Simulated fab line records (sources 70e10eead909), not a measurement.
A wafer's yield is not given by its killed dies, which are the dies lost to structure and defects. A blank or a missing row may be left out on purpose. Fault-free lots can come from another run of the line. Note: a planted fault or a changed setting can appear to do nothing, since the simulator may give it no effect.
A struck lot beside a sound one | flow nandHarc | 16 out of 1302 route steps
Sound: wafers L881.2, L881.4, L881.6. Struck: wafers L891.1, L891.5 (left out: L891.3, a lot-mate that was not struck); the cause follows at the end.
At each step with rows: each side's tool, then ch and its chambers, then its first start. Under that, the readings that differ: sound wafers | struck wafers | difference of the means | sigmas: that difference in standard deviations of wafers without a fault.
alike: a reading whose means differ by less than 2 such deviations, as well as words and numbers matching on both sides. not compared: withheld readings; readings where some wafer has no value; bounds like >300 that might hide an equal value; numbers whose values overlap and for which the record gives no deviation.
The two part at a step that has a row with sigmas, a row that says differs or no value, or rows on one side only. When numbers do not overlap yet have no deviation, they are printed without sigmas and do not part them. A reading that every wafer of one side lacks parts them only if that side has two wafers or more.

NHARC_P_GATE_DESCUM_61: chemistry O2, time 3 s.
  sound on rieDiel-06 ch 0,1,3, day 7 11:04; struck on rieDiel-06 ch 2,3, day 11 20:17
  alike: drypumpMotorCurrentA, oesProductAu, rfVppV, showerheadPlenumPTorr, throttleValvePct
  not compared: rfHoursCounterH
next, for these wafers, 1 step has no rows: NHARC_P_GATE_IMPLANT_62.
NHARC_P_GATE_STRIP_112: strips in N2/H2, time 200 s.
  sound on plasmaAsher-01 ch 0,1, day 7 11:43; struck on plasmaAsher-01 ch 1, day 11 20:39
  alike: drypumpMotorCurrentA, heaterPowerW, tempC
  not compared: rfHoursCounterH
NHARC_P_GATE_STRIP_76: strips in O2.
  sound on plasmaAsher-01 ch 0,1, day 7 11:57; struck on plasmaAsher-01 ch 1, day 11 20:55
  alike: drypumpMotorCurrentA, heaterPowerW, tempC
  not compared: rfHoursCounterH
then, 8 steps without rows for these wafers: NHARC_P_GATE_STRIP_63 (strips in SPM, time 900 s); NHARC_P_GATE_DEHYDRATE_83 (time 120 s); NHARC_P_GATE_HMDS_84 (time 30 s); NHARC_P_GATE_COAT_85; NHARC_P_GATE_SOFTBAKE_86 (time 95 s); NHARC_P_GATE_EBR_87; NHARC_P_GATE_EXPOSE_88 (exposes mask P HVN, target cd 2000 nm); NHARC_P_GATE_PEB_89 (peb time 85 s).
NHARC_P_GATE_DEVELOP_90: time 70 s.
  sound on lithoTrack-05 ch 0, day 7 12:00; struck on lithoTrack-05 ch 0, day 11 21:00
then, 1 step without rows for these wafers: NHARC_P_GATE_HARDBAKE_92 (time 80 s).
NHARC_P_GATE_DESCUM_93: chemistry O2, time 3 s.
  sound on rieDiel-06 ch 1,2, day 7 13:01; struck on rieDiel-01 ch 1,2, day 11 21:59
reading                | sound          | struck      | difference | sigmas
model.P_GATE.cdNm (nm) | 2001 2000 1997 | 718.2 714.1 | -1283.2    | 
  alike: drypumpMotorCurrentA, oesProductAu, rfVppV, showerheadPlenumPTorr, throttleValvePct
  not compared: rfHoursCounterH
next, for these wafers, 1 step has no rows: NHARC_P_GATE_IMPLANT_94.

## WHERE THEY PART
Nowhere in this record.

WHY: what the simulator had put in
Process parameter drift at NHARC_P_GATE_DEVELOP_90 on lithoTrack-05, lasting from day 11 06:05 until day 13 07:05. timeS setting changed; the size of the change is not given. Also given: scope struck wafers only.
